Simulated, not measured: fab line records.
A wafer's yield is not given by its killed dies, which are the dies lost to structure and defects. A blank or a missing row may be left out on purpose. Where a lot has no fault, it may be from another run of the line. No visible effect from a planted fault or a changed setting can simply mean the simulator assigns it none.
Split-lot study	flow n5Finfet	on a route of 1938 steps: 7 lots, 21 wafers read

## SPLIT DETAILS
At N5_DUMMY_GATE_COAT_28 (time 60 s, resist thk 10 nm), the setting spinRpm was moved away from the recipe's 1500 rpm on 6 of the 21 wafers read, by -9.0% to +9.4%. The other wafers ran this setting at the recipe's value.

The reading comes from the split's own step.

## THE READING
underlayer_of_DUMMY_GATE_COAT_28.thkNm (the simulator's own value, which no gauge read), in nm, at N5_DUMMY_GATE_COAT_28 (time 60 s, resist thk 10 nm). There is no usual value for it anywhere in the file.

wafer	tool, chamber at the split	spinRpm as run, rpm	against the recipe	underlayer_of_DUMMY_GATE_COAT_28.thkNm, nm	against lot-mates on the recipe
L086.1	lithoTrack-05, 0	1500	recipe	10	-
L086.2	lithoTrack-05, 0	1500	recipe	10	-
L086.3	lithoTrack-05, 0	1500	recipe	10	-
L088.1	lithoTrack-02, 0	1641	+9.4%	9.6	-0.4
L088.2	lithoTrack-02, 0	1641	+9.4%	9.6	-0.4
L088.3	lithoTrack-02, 0	1500	recipe	10	-
L089.2	lithoTrack-02, 0	1500	recipe	10	-
L089.4	lithoTrack-02, 0	1500	recipe	10	-
L089.5	lithoTrack-02, 0	1500	recipe	10	-
L090.1	lithoTrack-02, 0	1500	recipe	10	-
L090.3	lithoTrack-02, 0	1500	recipe	10	-
L090.5	lithoTrack-02, 0	1500	recipe	10	-
L092.1	lithoTrack-02, 0	1500	recipe	10	-
L092.2	lithoTrack-02, 0	1500	recipe	10	-
L092.5	lithoTrack-02, 0	1500	recipe	10	-
L093.2	lithoTrack-04, 0	1365	-9.0%	10.4	+0.4
L093.4	lithoTrack-04, 0	1365	-9.0%	10.4	+0.4
L093.5	lithoTrack-04, 0	1500	recipe	10	-
L097.1	lithoTrack-02, 0	1578	+5.2%	9.8	-0.2
L097.3	lithoTrack-02, 0	1578	+5.2%	9.8	-0.2
L097.4	lithoTrack-02, 0	1500	recipe	10	-

THE FIT
A straight line over all 21 wafers: underlayer_of_DUMMY_GATE_COAT_28.thkNm changes by -0.0429 nm for each +1% of spinRpm; r = -1.00; the points scatter about the line by 0.0078 nm.
The same after taking each lot's own level away (the mean of its wafers on the recipe; 21 wafers): -0.0429 nm for each +1%; r = -1.00; scatter 0.0078 nm.
That fit puts the effect of the largest move of spinRpm on the reading at 0.4 nm.
The lots' own levels span 10.00 to 10.00 nm.
The two slopes are in agreement: the lot-to-lot level therefore moves the slope only a little.
Check: with one of the wafers moved furthest among these (+9.4%) left out of the fit, the line predicts -0.399 nm for it against its lot-mates. It came out at -0.4 nm against them.

## THESE WAFERS: OTHER SPLITS
Other splits were also applied to these wafers ahead of the reading. Each is held against what the fit with the lots' levels taken away leaves over:
other split on the same wafers	wafers away from the commonest value	r with underlayer_of_DUMMY_GATE_COAT_28.thkNm (lot level and that fit taken away)
N5_ZERO_LAYER_PEB_09 pebTimeS	as run: not given for these wafers	-
N5_WELL_APT_COAT_19 spinRpm	8	+0.44
N5_WELL_APT_PEB_23 pebTimeS	11	+0.20
N5_FIN_CUT_EXPOSE_05 doseMj	6	+0.25

## FILE'S OWN FIT
underlayer_of_DUMMY_GATE_COAT_28.thkNm changes by -0.0428 nm for each +1% of spinRpm, r = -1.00.
